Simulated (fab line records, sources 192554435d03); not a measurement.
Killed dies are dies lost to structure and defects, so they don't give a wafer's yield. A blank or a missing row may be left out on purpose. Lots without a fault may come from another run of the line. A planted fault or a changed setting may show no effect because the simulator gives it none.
Problem report in the 8D (eight disciplines) form, filled by code | flow n5_finfet | the parts of the form that need people (team, actions taken, sign-off) are left out

1. THE PROBLEM
cd_nm at N5_BEOL_M15_CD_MEAS_28 reads a mean of 488.5 nm on 2 wafers of 1 lot; wafers without a fault read 408.2 nm with a standard deviation of 1.4. That is +57 standard deviations from the usual mean.
The step: target cd 407.6 nm.
First seen on wafer L910.1, day 14 04:10, on cd_sem-01. The record holds 29 wafers of 10 lots with a number at this step. Rule for "out", or "out of limits": more than 4 standard deviations from the usual mean. The other wafers with a number count as sound.

2. WHAT IT IS AND WHAT IT IS NOT
question                    | is                     | is not
which readings at this step | cd_nm                  | -
which lots                  | L910                   | L898, L899, L905, L906, L907, L918, L919, L920, L921
which wafers of those lots  | all that have a number | -
read on which gauges        | cd_sem-01              | cd_sem-02, cd_sem-03
when                        | from day 14 04:10      | up to then (15 sound wafers); but 12 sound wafers of L918, L919, L920, L921 came after

3. SUSPECTS, AND WHAT RULES EACH OUT
Counting: a tool at a process step up to the reading stays a suspect if it ran every lot that is out and no sound lot after the first of them.
- the gauge at N5_BEOL_M15_CD_MEAS_28: ruled out. All the wafers that are out were read on cd_sem-01, but those of them that N5_PASSIVATION_PROBE_49 has rows for are out there too, on other tools.
- krf_scanner-01 at N5_BEOL_M15_EXPOSE_25 (exposes mask M15, target cd 400 nm): ruled out as a lasting fault. Sound lots L920 ran on it after its first lot that is out, L910 (day 14 03:59).
Left after counting: nothing in the record.

4. THE CAUSE (what the simulator had put in)
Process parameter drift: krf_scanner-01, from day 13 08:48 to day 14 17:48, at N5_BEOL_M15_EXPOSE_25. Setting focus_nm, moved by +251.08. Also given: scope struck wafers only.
Counting ruled it out, wrongly: the rule takes a fault to strike every lot that its tool runs from its start on, and this one did not.

5. THE CHAIN OF EFFECTS, in route order
Each row: a reading whose mean over the struck wafers that have a number lies more than 3 standard deviations from the usual. Only readings for which the record gives a usual standard deviation are gone through. hours: the time from each lot's start at the first step in this table that gives one to its start at this step, as a median over the lots. sigmas: the change in usual standard deviations.
hours | step                    | reading              | usual    | on struck wafers | change | sigmas
0     | N5_BEOL_M15_CD_MEAS_28  | cd_nm                | 408.2 nm | 488.5            | +80.3  | +57
20    | N5_PASSIVATION_PROBE_49 | defect_limited_yield | 91.1 %   | 19.5             | -71.5  | -55
20    | N5_PASSIVATION_PROBE_49 | killed_at_M4_up      | 14       | 864              | +850   | +99 or more
20    | N5_PASSIVATION_PROBE_49 | killed_dies          | 105      | 950              | +844   | +56
20    | N5_PASSIVATION_PROBE_49 | killed_on_rim        | 14       | 68               | +54    | +16
20    | N5_PASSIVATION_PROBE_49 | sort_n_pass          | 1075     | 230              | -844   | -56
20    | N5_PASSIVATION_PROBE_49 | sort_yield_pct       | 91.1 %   | 19.5             | -71.5  | -55
The process steps in it:
- N5_PASSIVATION_PROBE_49

6. WHAT WOULD HAVE CAUGHT IT SOONER
In this record the first reading out of limits at a measuring or inspecting step was taken at day 14 04:10, 19 hours after the fault began at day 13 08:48.
